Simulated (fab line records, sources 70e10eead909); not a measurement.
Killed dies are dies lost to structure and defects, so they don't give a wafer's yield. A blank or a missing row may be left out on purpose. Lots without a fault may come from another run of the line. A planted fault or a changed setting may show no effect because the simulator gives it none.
fab line records | flow nand_harc
record lots=6 wafers=18 last_day=34
route steps=1302 shown A_M0@1166 A_M1@1169 END@1302
lots that met no fault: from a run of the same line without faults
start_h: hours from the record's first day to the start of the lot's first wafer shown | wait_h: hours since the lot's step before | " the same as in the row above | L1.1+2: a row that stands for several wafers | - no value, or no start given | * or withheld: withheld | < > ~ a bound
route shown NAME@n: a module of which the file shows steps, and the number in the route of the first | usual: mean/standard deviation of fault-free wafers | same: alike in all rows | chamber/n: place in a boat | sites: the reading at each site | _std_site: their standard deviation | _edge_site: outer sites' mean less inner sites' | radius_mm: how far each site lies from the wafer's centre | mask NAME#n: copy n | behind: the tool/chamber that last shaped the wafer | hold: why the lot was held/for how many hours/how that ended | device: the transistor (n, p or np) that didn't switch | end of line: the same wafers' tests at the end of the route | a step without rows: its recipe alone | killed: dies lost to structure and defects at the first sort, not the wafer's yield | map: a wafer's dies, x killed, . not, _ none there
set.NAME: the setting as run; set.NAME@STEP: as run at that earlier step | model.NAME: the simulator's own value behind a step, which no gauge read
lots at some steps of the route; a table a step, a row a wafer
services: from which hour (start_h, from the record's first day; less than 0 if before it) a tool's chamber was out of use, for how many hours, and why
## steps
# step NHARC_A_M0_INSPECT_27
# usual raw_defect_count=550/140
# columns lot.wafer tool chamber start_h wait_h raw_defect_count
L979.1 defect_inspect-02 - 549.06 0.0 514
L979.4 " - " " 541
L979.6 " - " " 439
L987.1 defect_inspect-02 - 644.51 0.0 365
L987.3 " - " " 385
L987.5 " - " " 461
L996.1 defect_inspect-01 - 734.64 0.0 1048
L996.2 " - " " 665
L996.3 " - " " 689
L997.1 defect_inspect-01 - 743.72 0.0 598
L997.4 " - " " 581
L997.5 " - " " 709
L999.1 defect_inspect-01 - 756.26 0.0 440
L999.2 " - " " 433
L999.5 " - " " 410
L998.1 defect_inspect-01 - 774.99 0.0 532
L998.2 " - " " 766
L998.6 " - " " 430
# step NHARC_A_M0_PRE_CLEAN_31
# recipe time_s=12 temp_c=370 rf_power_w=300 gas=NH3
# usual heater_power_w=571/57
# same time_s=12
# columns lot.wafer tool chamber start_h wait_h heater_power_w
L979.1 pecvd-02 2 549.16 0.1 653
L979.6 " 0 " " 617
L979.4 " 1 " " 502
L987.1 pecvd-02 2 644.57 0.1 665
L987.3 " 1 " " 526
L987.5 " 1 " " 515
L996.1 pecvd-04 1 734.71 0.1 573
L996.3 " 2 " " 533
L996.2 " 0 " " 536
L997.1 pecvd-02 0 743.78 0.1 564
L997.5 " 1 " " 506
L997.4 " 2 " " 668
L999.2 pecvd-02 2 756.34 0.1 650
L999.1 " 0 " " 619
L999.5 " 1 " " 520
L998.1 pecvd-04 1 775.35 0.4 667
L998.2 " 2 " " 526
L998.6 " 0 " " 478
# step NHARC_A_M0_DEP_32
# recipe target_thk_a=300 temp_c=370 target_thk_nm=30 pressure_torr=3 flow_sccm=200 rf_w=450 material=SiCN
# usual heater_power_w=521/54
# columns lot.wafer tool chamber start_h wait_h heater_power_w
L979.1 pecvd-02 2 549.30 0.1 533
L979.6 " 0 " " 517
L979.4 " 1 " " 488
L987.1 pecvd-02 2 644.65 0.1 557
L987.3 " 1 " " 508
L987.5 " 1 " " 501
L996.1 pecvd-04 1 734.79 0.1 549
L996.3 " 2 " " 434
L996.2 " 0 " " 486
L997.1 pecvd-02 0 743.86 0.1 571
L997.5 " 1 " " 542
L997.4 " 2 " " 567
L999.2 pecvd-02 2 756.45 0.1 575
L999.1 " 0 " " 510
L999.5 " 1 " " 438
L998.1 pecvd-04 1 775.46 0.1 650
L998.2 " 2 " " 521
L998.6 " 0 " " 447
# step NHARC_A_M1_DEP_00
# recipe target_thk_a=1825 target_thk_nm=182.5 temp_c=withheld pressure_torr=5 flow_sccm=200 rf_w=600 material=SiOC
# step NHARC_A_M1_DEHYDRATE_01
# recipe temp_c=150 time_s=120
# step NHARC_A_M1_HMDS_02
# recipe time_s=30
# step NHARC_A_M1_COAT_34
# recipe temp_c=200 time_s=65
# step NHARC_A_M1_COAT_03
# recipe spin_rpm=1500 resist_thk_nm=90
# step NHARC_A_M1_SOFTBAKE_04
# recipe temp_c=105 time_s=55
# step NHARC_A_M1_EBR_05
# step NHARC_A_M1_EXPOSE_06
# recipe na=1.35 target_cd_nm=120 dose_mj=75.13 mask_id=A_M1
# step NHARC_A_M1_PEB_07
# recipe peb_temp_c=100 peb_time_s=65
# usual heater_power_total_W=156.6/0.43
# columns lot.wafer tool chamber start_h wait_h heater_power_total_W
L979.1 litho_track-01 0 550.38 0.1 156.0
L979.4 " 0 " " 155.9
L979.6 " 0 " " 156.8
L987.1 litho_track-04 0 645.82 0.1 156.5
L987.3 " 0 " " 156.0
L987.5 " 0 " " 156.0
L996.1 litho_track-04 0 735.81 0.1 162.7
L996.2 " 0 " " 162.8
L996.3 " 0 " " 156.8
L997.1 litho_track-04 0 744.90 0.1 162.2
L997.4 " 0 " " 156.1
L997.5 " 0 " " 156.8
L999.1 litho_track-06 0 757.57 0.1 157.2
L999.2 " 0 " " 157.1
L999.5 " 0 " " 156.8
L998.1 litho_track-06 0 776.61 0.1 156.8
L998.2 " 0 " " 156.9
L998.6 " 0 " " 157.1
# step NHARC_A_M1_DEVELOP_08
# recipe develop_time_s=35 dev_temp_c=23
# step NHARC_A_M1_CD_MEAS_09
# recipe target_cd_nm=120 landing_energy_ev=500
# usual cd_nm=120.1/0.74
# columns lot.wafer tool chamber start_h wait_h cd_nm
L979.1 cd_sem-03 0 550.46 - 120.4
L979.4 " 0 " " 120.7
L979.6 " 0 " " 120.2
L987.1 cd_sem-03 0 645.90 - 119.4
L987.3 " 0 " " 120.8
L987.5 " 0 " " 119.9
L996.1 cd_sem-02 0 735.89 - 117.8
L996.2 " 0 " " 118.0
L996.3 " 0 " " 121.5
L997.1 cd_sem-02 0 744.98 - 117.9
L997.4 " 0 " " 120.2
L997.5 " 0 " " 120.7
L999.1 cd_sem-02 0 757.65 - 119.0
L999.2 " 0 " " 118.8
L999.5 " 0 " " 119.4
L998.1 cd_sem-03 0 776.68 - 118.4
L998.2 " 0 " " 119.8
L998.6 " 0 " " 119.1
# step NHARC_A_M1_OVL_MEAS_10
# recipe pitch_nm=240
# usual overlay_x_nm=-0.2/0.69 overlay_y_nm=-0.2/0.99
# columns lot.wafer tool chamber start_h wait_h overlay_x_nm overlay_y_nm
L979.1 overlay-01 - 550.55 - -1.3 0.4
L979.4 " - " " -0.5 0.2
L979.6 " - " " -0.6 0.5
L987.1 overlay-02 - 645.99 - -0.8 -1.3
L987.3 " - " " -0.5 -1.4
L987.5 " - " " -0.9 -1.6
L996.1 overlay-01 - 735.98 - -0.3 0.3
L996.2 " - " " -0.3 -0.2
L996.3 " - " " -0.7 0.2
L997.1 overlay-01 - 745.07 - 0.4 1.6
L997.4 " - " " 0.9 1.6
L997.5 " - " " 0.5 1.8
L999.1 overlay-02 - 759.38 - -0.5 -1.1
L999.2 " - " " 0.0 -1.0
L999.5 " - " " 0.8 -1.3
L998.1 overlay-02 - 776.77 - -0.4 0.5
L998.2 " - " " -0.1 0.7
L998.6 " - " " -0.5 1.2
# step NHARC_A_M1_INSPECT_11
# usual raw_defect_count=86/38
# columns lot.wafer tool chamber start_h wait_h raw_defect_count
L979.1 defect_inspect-01 - 550.58 0.0 107
L979.4 " - " " 100
L979.6 " - " " 109
L987.1 defect_inspect-02 - 646.03 0.0 27
L987.3 " - " " 33
L987.5 " - " " 33
L996.1 defect_inspect-01 - 736.02 0.0 105
L996.2 " - " " 96
L996.3 " - " " 129
L997.1 defect_inspect-01 - 745.11 0.0 91
L997.4 " - " " 96
L997.5 " - " " 97
L999.1 defect_inspect-01 - 759.44 0.1 109
L999.2 " - " " 97
L999.5 " - " " 104
L998.1 defect_inspect-01 - 776.81 0.0 21
L998.2 " - " " 26
L998.6 " - " " 25
# step NHARC_A_M1_DESCUM_14
# recipe time_s=3 o2_flow_sccm=200 ar_flow_sccm=0 bias_power_w=0 chemistry=O2
# usual drypump_motor_current_A=5.5/0.46 oes_product_au=0.998/0.01 rf_vpp_V=57.9/0.85 showerhead_plenum_p_Torr=1.93/0.06 throttle_valve_pct=11.311/0.0094
# same time_s=3
# columns lot.wafer tool chamber start_h wait_h drypump_motor_current_A oes_product_au rf_hours_counter_h rf_vpp_V showerhead_plenum_p_Torr throttle_valve_pct model.A_M1.cd_nm
L979.1 rie_diel-02 1 550.66 0.1 5.3 0.995 9.8 57.2 1.85 11.311 119.7
L979.6 " 0 " " 4.9 0.985 - 59.7 1.97 11.316 120.1
L979.4 " 2 " " 5.9 0.987 - 57.6 1.92 11.303 120.8
L987.1 rie_diel-10 3 646.09 0.1 5.2 0.987 1.8 58.1 1.97 11.310 118.9
L987.3 " 2 " " 5.0 0.970 1.6 58.5 1.93 11.310 121.1
L987.5 " 3 " " 5.2 0.991 - 58.3 1.97 11.320 119.1
L996.2 rie_diel-02 3 736.08 0.1 4.9 0.991 9.4 56.0 1.98 11.308 118.4
L996.1 " 1 " " 5.3 1.007 8.7 57.9 1.85 11.315 118.1
L996.3 " 2 " " 5.9 0.992 9.0 59.4 1.91 11.305 122.4
L997.1 rie_diel-12 3 745.19 0.1 5.6 1.011 4.9 57.8 1.85 11.315 118
L997.4 " 0 " " 6.1 0.998 4.4 57.4 1.80 11.306 119.8
L997.5 " 2 " " 5.9 0.998 - 57.6 1.92 11.318 121.8
L999.1 rie_diel-10 3 759.50 0.1 5.2 1.001 5.9 58.0 1.96 11.315 118.6
L999.2 " 0 " " 6.2 1.013 4.4 58.0 1.84 11.315 118.9
L999.5 " 0 " " 6.2 1.003 - 58.6 1.84 11.309 119.2
L998.2 rie_diel-02 1 776.89 0.1 5.3 1.000 1.9 57.0 1.85 11.297 119.8
L998.1 " 2 " " 5.9 1.005 1.3 58.3 1.91 11.308 118
L998.6 " 3 " " 4.9 0.999 - 57.9 1.98 11.309 118.5
# step NHARC_A_M1_ETCH_35
# recipe target_depth_a=400 overetch_a=120 time_s=43.94 ion_energy_ev=200 n2_flow_sccm=150 h2_flow_sccm=150 ar_flow_sccm=0 rf_w=400 bias_w=150 chemistry=N2/H2
# usual drypump_motor_current_A=5.5/0.45 oes_product_au=0.999/0.012 rf_vpp_V=430.9/2.1 showerhead_plenum_p_Torr=2.05/0.068 throttle_valve_pct=14.171/0.0091
# same time_s=43.94
# columns lot.wafer tool chamber start_h wait_h drypump_motor_current_A oes_product_au rf_hours_counter_h rf_vpp_V showerhead_plenum_p_Torr throttle_valve_pct
L979.1 rie_diel-02 2 550.76 0.1 5.9 0.972 9.8 429.7 2.04 14.172
L979.4 " 0 " " 4.9 0.992 - 433.5 2.11 14.177
L979.6 " 1 " " 5.3 0.980 - 428.5 1.98 14.177
L987.1 rie_diel-10 0 646.18 0.1 6.3 1.013 1.2 428.0 1.96 14.173
L987.3 " 1 " " 5.8 0.997 1.6 432.1 2.13 14.163
L987.5 " 0 " " 6.2 0.996 - 429.2 1.96 14.165
L996.2 rie_diel-02 1 736.16 0.1 5.3 1.002 8.7 428.6 1.97 14.175
L996.3 " 2 " " 5.9 0.977 9.0 431.0 2.04 14.167
L996.1 " 0 " " 4.9 0.999 9.7 431.3 2.10 14.181
L997.1 rie_diel-12 0 745.25 0.1 6.2 1.010 4.4 426.5 1.92 14.168
L997.4 " 2 " " 5.9 0.998 5.2 431.1 2.05 14.166
L997.5 " 0 " " 6.2 1.007 - 427.7 1.92 14.168
L999.2 rie_diel-10 0 759.59 0.1 6.2 1.004 4.4 428.3 1.96 14.177
L999.1 " 1 " " 5.8 0.994 5.1 433.2 2.12 14.177
L999.5 " 2 " " 5.0 0.986 - 431.5 2.06 14.165
L998.1 rie_diel-02 3 776.96 0.1 4.9 0.992 1.9 432.1 2.11 14.172
L998.2 " 1 " " 5.3 1.005 1.9 428.5 1.97 14.176
L998.6 " 3 " " 4.9 0.990 - 432.0 2.11 14.180
# step NHARC_A_M1_ETCH_15
# recipe target_depth_a=1825 time_s=91.2 c4f8_flow_sccm=withheld ar_flow_sccm=400 rf_w=600 bias_w=300 chemistry=C4F8/Ar
# usual oes_product_au=0.952/0.023 rf_vpp_V=441.1/2.3
# same time_s=91.2
# columns lot.wafer tool chamber start_h wait_h oes_product_au rf_hours_counter_h rf_vpp_V
L979.1 rie_diel-02 1 - - 0.924 9.9 439.6
L979.4 " 1 " " 0.916 - 439.8
L979.6 " 0 " " 0.927 - 442.6
L987.3 rie_diel-10 2 - - 0.963 1.6 440.7
L987.1 " 3 " " 0.947 1.8 442.2
L987.5 " 0 " " 0.959 - 437.9
L996.1 rie_diel-02 1 - - 0.975 8.7 439.4
L996.2 " 2 " " 0.954 9.0 441.2
L996.3 " 3 " " 0.968 9.4 443.1
L997.4 rie_diel-12 0 - - 0.972 4.4 436.9
L997.1 " 1 " " 0.977 5.3 443.5
L997.5 " 0 " " 0.974 - 436.9
L999.1 rie_diel-10 2 - - 0.952 4.9 441.8
L999.2 " 0 " " 0.965 4.4 437.7
L999.5 " 1 " " 0.956 - 443.3
L998.1 rie_diel-02 0 - - 0.971 2.5 442.8
L998.2 " 2 " " 0.974 1.3 440.1
L998.6 " 0 " " 0.970 - 443.0
# step NHARC_A_M1_CD_MEAS_16
# usual cd_nm=119.9/0.92
# columns lot.wafer tool chamber start_h wait_h cd_nm
L979.1 cd_sem-01 - 551.00 - 118.8
L979.4 " - " " 120.6
L979.6 " - " " 120.3
L987.1 cd_sem-01 - 646.39 - 118.7
L987.3 " - " " 120.5
L987.5 " - " " 118.7
L996.1 cd_sem-01 - 736.38 - 118.1
L996.2 " - " " 118.5
L996.3 " - " " 121.4
L997.1 cd_sem-03 - 745.47 - 118.0
L997.4 " - " " 119.3
L997.5 " - " " 121.6
L999.1 cd_sem-02 - 759.85 - 117.6
L999.2 " - " " 119.0
L999.5 " - " " 119.9
L998.1 cd_sem-01 - 777.18 - 117.8
L998.2 " - " " 119.8
L998.6 " - " " 118.5
# step NHARC_A_M1_STRIP_18
# recipe power_w=1000 n2_flow_sccm=150 h2_flow_sccm=150 ar_flow_sccm=0 bias_w=0 chemistry=N2/H2
# usual drypump_motor_current_A=5.6/0.43 oes_product_au=1.000/0.011 rf_vpp_V=90.7/0.94 showerhead_plenum_p_Torr=2.04/0.073 throttle_valve_pct=14.171/0.0082
# columns lot.wafer tool chamber start_h wait_h drypump_motor_current_A oes_product_au rf_hours_counter_h rf_vpp_V showerhead_plenum_p_Torr throttle_valve_pct
L979.1 rie_diel-10 1 551.07 0.1 5.8 1.009 3.1 91.7 2.13 14.178
L979.4 " 0 " " 6.3 1.003 3.1 92.0 1.96 14.167
L979.6 " 1 " " 5.8 1.007 - 91.4 2.13 14.159
L987.3 rie_diel-02 2 646.50 0.1 5.9 0.991 3.7 89.8 2.04 14.162
L987.1 " 0 " " 4.9 1.001 4.0 89.6 2.10 14.172
L987.5 " 1 " " 5.3 1.007 - 89.6 1.97 14.169
L996.2 rie_diel-12 1 736.46 0.1 5.4 1.000 5.1 91.1 2.13 14.175
L996.1 " 2 " " 5.9 0.993 5.1 90.4 2.05 14.174
L996.3 " 3 " " 5.6 1.012 4.8 90.2 1.97 14.166
L997.1 rie_diel-02 0 745.55 0.1 4.9 0.991 9.8 92.0 2.10 14.173
L997.4 " 1 " " 5.3 1.002 8.8 91.2 1.97 14.166
L997.5 " 0 " " 4.9 1.003 - 93.4 2.10 14.181
L999.2 rie_diel-12 2 759.95 0.1 5.9 0.992 5.8 90.3 2.05 14.175
L999.1 " 3 " " 5.6 1.009 5.5 89.4 1.97 14.172
L999.5 " 2 " " 5.9 0.994 - 91.6 2.05 14.184
L998.2 rie_diel-12 0 777.25 0.1 6.2 0.995 6.2 91.5 1.92 14.183
L998.1 " 1 " " 5.4 0.987 7.0 93.1 2.13 14.175
L998.6 " 1 " " 5.4 0.986 - 91.8 2.13 14.159
# step NHARC_A_M1_ETCH_28
# recipe target_depth_a=300 over_etch_frac=0.3 time_s=72.99 ion_energy_ev=150 cf4_flow_sccm=50 n2_flow_sccm=100 ar_flow_sccm=150 rf_w=300 bias_w=100 chemistry=CF4/N2
# usual drypump_motor_current_A=5.6/0.44 oes_product_au=1.000/0.011 rf_vpp_V=314.3/1.7 showerhead_plenum_p_Torr=2.63/0.086 throttle_valve_pct=19.795/0.0092
# same over_etch_frac=0.3 time_s=72.99
# columns lot.wafer tool chamber start_h wait_h drypump_motor_current_A oes_product_au rf_hours_counter_h rf_vpp_V showerhead_plenum_p_Torr throttle_valve_pct model.A_M1.cd_nm
L979.1 rie_diel-10 1 - - 5.8 1.011 3.1 315.6 2.73 19.782 119.2
L979.4 " 2 " " 5.0 0.998 3.3 313.7 2.65 19.785 121.1
L979.6 " 2 " " 5.0 0.998 - 315.2 2.65 19.793 120.5
L987.1 rie_diel-02 3 - - 4.9 1.008 3.6 317.9 2.71 19.779 119.2
L987.3 " 2 " " 5.9 0.985 3.7 314.5 2.63 19.801 120.7
L987.5 " 3 " " 4.9 1.015 - 314.6 2.71 19.791 119.1
L996.2 rie_diel-12 3 - - 5.6 1.021 4.9 312.9 2.54 19.793 119.6
L996.3 " 1 " " 5.4 1.017 5.2 316.3 2.73 19.785 120.9
L996.1 " 2 " " 5.9 1.005 5.2 314.2 2.63 19.805 118.4
L997.4 rie_diel-02 1 - - 5.3 1.005 8.9 313.4 2.55 19.801 120.5
L997.1 " 2 " " 5.9 0.982 9.2 314.6 2.62 19.796 118.2
L997.5 " 2 " " 5.9 0.970 - 314.2 2.63 19.794 122
L999.2 rie_diel-12 0 - - 6.1 1.013 4.9 311.3 2.48 19.783 118.9
L999.1 " 1 " " 5.4 1.000 5.9 314.7 2.73 19.779 117.8
L999.5 " 1 " " 5.4 0.995 - 315.7 2.73 19.800 119.9
L998.1 rie_diel-12 0 - - 6.1 1.008 6.2 312.7 2.48 19.785 118.4
L998.2 " 2 " " 5.9 1.014 7.0 314.4 2.63 19.785 119.2
L998.6 " 0 " " 6.2 1.011 - 310.8 2.48 19.808 119.2
# step NHARC_A_M1_STRIP_19
# recipe time_s=600 temp_c=30 chemistry=post_etch_residue_remover
# step NHARC_END_SORT_01
# recipe temp_c=25
# usual defect_limited_yield=91.8/2.8 killed_at_array=51/18 killed_at_other=1.0/1.2 killed_at_periphery=3.7/2.9 killed_dies=55/19 killed_open=3.5/1.9 killed_short=2.6/1.6 sort_bin_2_pct=2.9/1.3 sort_bin_3_pct=0.6/0.38 sort_bin_4_pct=4.6/1.5 sort_n_pass=622/19 sort_rim_yield_pct=94/3.2 sort_yield_pct=91.8/2.8
# same gross_dies=677 sort_bin_5_pct[%]=0 sort_bin_6_pct[%]=0 sort_bin_7_pct[%]=0 sort_bin_8_pct[%]=0 sort_rim_n_gross=106.00
# columns lot.wafer tool chamber start_h wait_h defect_limited_yield[%] killed_at_array killed_at_other killed_at_periphery killed_dies killed_open killed_short sort_bin_2_pct[%] sort_bin_3_pct[%] sort_bin_4_pct[%] sort_n_pass sort_rim_yield_pct[%] sort_yield_pct[%]
L979.1 prober-02 0 585.42 2.5 89.7 66 0 4 70 6 2 4.0 0.6 5.8 607 100 89.7
L979.4 prober-02 0 587.82 3.4 91.7 53 0 3 56 2 3 3.1 0.4 4.7 621 92 91.7
L979.6 prober-02 0 589.42 4.0 90.5 63 0 1 64 1 4 4.0 0.4 5.0 613 99 90.5
L987.1 prober-01 0 682.91 2.5 95.4 27 0 4 31 1 1 1.2 0.1 3.2 646 98 95.4
L987.3 prober-01 0 684.54 3.1 94.8 33 0 2 35 4 3 2.1 0.1 3.0 642 98 94.8
L987.5 prober-01 0 686.18 3.8 95.0 29 0 5 34 5 3 0.9 0.1 4.0 643 96 95.0
L996.1 prober-02 0 777.33 2.5 90.8 58 0 4 62 2 5 3.7 0.3 5.2 615 97 90.8
L996.2 prober-02 0 778.13 2.8 95.6 25 0 5 30 3 2 2.2 0.1 2.1 647 87 95.6
L996.3 prober-02 0 778.93 3.1 95.4 22 1 8 31 2 2 1.9 0.1 2.5 646 89 95.4
L997.1 prober-01 0 782.63 2.5 90.7 60 2 1 63 2 2 3.4 0.6 5.3 614 97 90.7
L997.4 prober-01 0 785.00 3.4 88.9 71 2 2 75 8 4 5.0 0.3 5.8 602 96 88.9
L997.5 prober-01 0 785.79 3.7 95.4 27 1 3 31 4 1 1.0 0.3 3.2 646 89 95.4
L999.1 prober-02 0 795.03 2.5 94.8 33 1 1 35 5 2 1.6 0.3 3.2 642 89 94.8
L999.2 prober-02 0 795.84 2.8 90.7 63 0 0 63 4 3 4.1 0.4 4.7 614 94 90.7
L999.5 prober-02 0 798.26 3.7 91.4 54 1 3 58 7 1 3.0 1.0 4.6 619 92 91.4
L998.1 prober-01 0 813.46 2.5 96.6 20 1 2 23 5 0 0.7 0.1 2.5 654 97 96.6
L998.2 prober-01 0 814.26 2.8 96.3 20 3 2 25 5 1 0.3 0.1 3.2 652 99 96.3
L998.6 prober-01 0 817.46 4.0 95.6 26 2 2 30 4 2 1.3 0 3.1 647 99 95.6
# killed by level:class
L979.1 A_CHANNEL_HOLE_D1:chamber_film_flake=26 A_SLIT:chamber_film_flake=21 A_CONTACT:chamber_film_flake=8 A_CHANNEL_HOLE_D2:chamber_film_flake=6 P_M0:geometric_particle:open=1 P_M0:geometric_particle:short=1 P_M2:geometric_particle:open=1 A_CHANNEL_FILL_D1:geometric_particle:open=1
L979.4 A_CHANNEL_HOLE_D1:chamber_film_flake=33 A_SLIT:chamber_film_flake=11 A_M0:geometric_particle:short=2 A_CHANNEL_FILL_D2:chamber_film_flake=2 A_STAIRCASE:chamber_film_flake=2 P_GATE:geometric_particle:open=1 P_CONTACT:geometric_particle:open=1 A_ONON_D2:geometric_particle:short=1
L979.6 A_CHANNEL_HOLE_D1:chamber_film_flake=29 A_SLIT:chamber_film_flake=20 A_CONTACT:chamber_film_flake=5 A_DECK1_JOINT:chamber_film_flake=3 A_CHANNEL_HOLE_D2:chamber_film_flake=2 P_GATE:geometric_particle:short=1 A_CHANNEL_FILL_D2:geometric_particle:short=1 A_STAIRCASE:geometric_particle:short=1
L987.1 A_CHANNEL_HOLE_D1:chamber_film_flake=11 A_STAIRCASE:chamber_film_flake=4 P_GATE:chamber_film_flake=3 A_CHANNEL_HOLE_D2:chamber_film_flake=3 A_SLIT:chamber_film_flake=2 A_WL_FILL:chamber_film_flake=2 A_CHANNEL_HOLE_D2:geometric_particle:open=1 A_WL_FILL:geometric_particle:short=1
L987.3 A_STAIRCASE:chamber_film_flake=7 A_CHANNEL_HOLE_D1:chamber_film_flake=5 A_SLIT:chamber_film_flake=4 A_CHANNEL_FILL_D2:chamber_film_flake=3 A_CONTACT:geometric_particle:open=2 A_DECK1_JOINT:chamber_film_flake=2 A_CHANNEL_HOLE_D2:chamber_film_flake=2 A_WL_FILL:chamber_film_flake=2
L987.5 A_CHANNEL_HOLE_D2:chamber_film_flake=8 A_STAIRCASE:chamber_film_flake=7 A_CHANNEL_HOLE_D1:chamber_film_flake=3 A_CHANNEL_HOLE_D2:geometric_particle:open=2 A_SLIT:chamber_film_flake=2 P_ZERO_WELL:geometric_particle:short=1 P_GATE:geometric_particle:open=1 P_CONTACT:geometric_particle:open=1
L996.1 A_SLIT:chamber_film_flake=24 A_CHANNEL_HOLE_D2:chamber_film_flake=14 A_CHANNEL_HOLE_D1:chamber_film_flake=11 P_M0:chamber_film_flake=2 A_CONTACT:chamber_film_flake=2 P_M0:geometric_particle:open=1 A_ONON_D1:geometric_particle:short=1 A_CHANNEL_FILL_D1:geometric_particle:short=1
L996.2 A_SLIT:chamber_film_flake=7 A_CHANNEL_HOLE_D2:chamber_film_flake=4 P_M0:chamber_film_flake=3 A_CHANNEL_FILL_D1:chamber_film_flake=3 A_CHANNEL_HOLE_D1:chamber_film_flake=2 A_DECK1_JOINT:chamber_film_flake=2 A_CONTACT:chamber_film_flake=2 P_M0:geometric_particle:open=1
L996.3 A_SLIT:chamber_film_flake=8 P_M0:chamber_film_flake=7 A_CHANNEL_HOLE_D2:chamber_film_flake=5 A_CHANNEL_HOLE_D1:chamber_film_flake=3 P_M1:geometric_particle:open=1 A_CHANNEL_FILL_D1:geometric_particle:short=1 A_ONON_D2:geometric_particle:open=1 A_CHANNEL_FILL_D2:geometric_particle:short=1
L997.1 A_SLIT:chamber_film_flake=28 A_CHANNEL_HOLE_D1:chamber_film_flake=11 A_SGD_CUT:chamber_film_flake=7 A_CONTACT:chamber_film_flake=6 A_SGD_CUT:geometric_particle:open=2 THIN_TSV:chamber_film_flake=2 A_ONON_D1:geometric_particle:short=1 A_WL_FILL:geometric_particle:short=1
L997.4 A_SLIT:chamber_film_flake=34 A_CHANNEL_HOLE_D1:chamber_film_flake=9 A_SGD_CUT:chamber_film_flake=5 A_STAIRCASE:chamber_film_flake=4 A_CHANNEL_FILL_D1:chamber_film_flake=3 A_CONTACT:chamber_film_flake=3 A_DECK1_JOINT:geometric_particle:short=2 A_CHANNEL_FILL_D2:geometric_particle:open=2
L997.5 A_SLIT:chamber_film_flake=10 A_SGD_CUT:chamber_film_flake=5 A_CHANNEL_HOLE_D1:chamber_film_flake=4 A_CHANNEL_FILL_D1:chamber_film_flake=2 P_GATE:geometric_particle:open=1 P_CONTACT:geometric_particle:open=1 A_ONON_D1:geometric_particle:open=1 A_CONTACT:chamber_film_flake=1
L999.1 A_SLIT:chamber_film_flake=12 A_CHANNEL_HOLE_D2:chamber_film_flake=6 A_CONTACT:chamber_film_flake=5 A_CONTACT:geometric_particle:open=2 A_STAIRCASE:chamber_film_flake=2 P_CONTACT:geometric_particle:short=1 A_ONON_D1:geometric_particle:short=1 A_CHANNEL_FILL_D1:geometric_particle:open=1
L999.2 A_CHANNEL_HOLE_D2:chamber_film_flake=24 A_SLIT:chamber_film_flake=22 A_CONTACT:chamber_film_flake=4 A_DECK1_JOINT:geometric_particle:short=2 A_STAIRCASE:chamber_film_flake=2 A_WL_FILL:chamber_film_flake=2 A_ONON_D1:geometric_particle:open=1 A_DECK1_JOINT:geometric_particle:open=1
L999.5 A_SLIT:chamber_film_flake=31 A_CHANNEL_HOLE_D2:chamber_film_flake=11 A_CONTACT:chamber_film_flake=5 P_GATE:geometric_particle:open=1 P_CONTACT:geometric_particle:short=1 P_M1:geometric_particle:open=1 A_CHANNEL_FILL_D1:geometric_particle:open=1 A_DECK1_JOINT:geometric_particle:open=1
L998.1 A_CONTACT:chamber_film_flake=5 A_SLIT:chamber_film_flake=3 A_WL_FILL:chamber_film_flake=3 A_M0:chamber_film_flake=2 P_CONTACT:geometric_particle:open=1 P_M0:geometric_particle:open=1 A_CHANNEL_FILL_D2:geometric_particle:open=1 A_BLC:geometric_particle:open=1
L998.2 A_SLIT:chamber_film_flake=6 A_CONTACT:chamber_film_flake=5 A_M0:chamber_film_flake=5 P_M0:geometric_particle:open=2 A_CONTACT:geometric_particle:open=1 A_BLC:geometric_particle:open=1 STARTING-WAFER:geometric_particle:short=1 STARTING-WAFER:geometric_particle:open=1
L998.6 A_SLIT:chamber_film_flake=9 A_CHANNEL_HOLE_D2:chamber_film_flake=3 A_M0:chamber_film_flake=3 A_CHANNEL_HOLE_D1:chamber_film_flake=2 A_CONTACT:chamber_film_flake=2 THIN_TSV:chamber_film_flake=2 P_M2:geometric_particle:open=1 A_ONON_D1:geometric_particle:short=1
## services
# columns tool chamber start_h hours kind
rie_diel-02 3 546.71 4.5 repair
pecvd-02 - 549.54 13.7 repair
rie_diel-02 - 570.70 9.0 pm
pecvd-04 2 573.66 14.5 repair
rie_diel-10 - 577.78 0.6 repair
pecvd-02 - 589.68 13.0 pm
rie_diel-10 - 596.50 9.0 pm
rie_diel-02 1 606.36 1.5 repair
rie_diel-12 - 622.48 9.0 pm
rie_diel-10 0 633.00 8.7 repair
rie_diel-10 2 669.92 4.4 repair
rie_diel-10 0 674.34 7.3 repair
rie_diel-02 1 683.03 7.8 repair
rie_diel-02 2 690.99 4.4 repair
rie_diel-10 2 701.37 13.0 repair
rie_diel-12 - 707.55 0.5 repair
rie_diel-10 - 720.23 1.1 repair
rie_diel-12 0 733.60 4.6 repair
rie_diel-12 - 738.31 0.8 repair
rie_diel-02 - 747.70 9.0 pm
rie_diel-12 2 767.21 4.3 repair
rie_diel-10 1 768.58 5.3 repair
pecvd-02 - 770.73 13.0 pm
rie_diel-10 - 773.59 9.0 pm
## key
first_sign step=NHARC_A_M1_PEB_07 reading=heater_power_total_W direction=up sigmas=14 usual=* struck=*
effect step=NHARC_A_M1_CD_MEAS_09 reading=cd_nm direction=down sigmas=2.9 usual=120.1 struck=117.9
model_effect step=NHARC_A_M1_DESCUM_14 value=A_M1.cd_nm without=120.6 struck=118.2
model_effect step=NHARC_A_M1_ETCH_28 value=A_M1.cd_nm without=121.2 struck=118.7
met_at NHARC_A_M1_PEB_07
struck_wafers L996.1,L996.2,L997.1
onset_between 645.82 735.81
fault kind=process_parameter_drift tool=litho_track-04 chamber=- onset_h=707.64 steps=NHARC_A_M1_PEB_07 channel=peb_time_s offset=* shape=step end_h=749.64 scope=struck_wafers_only acts_in=* stated=*
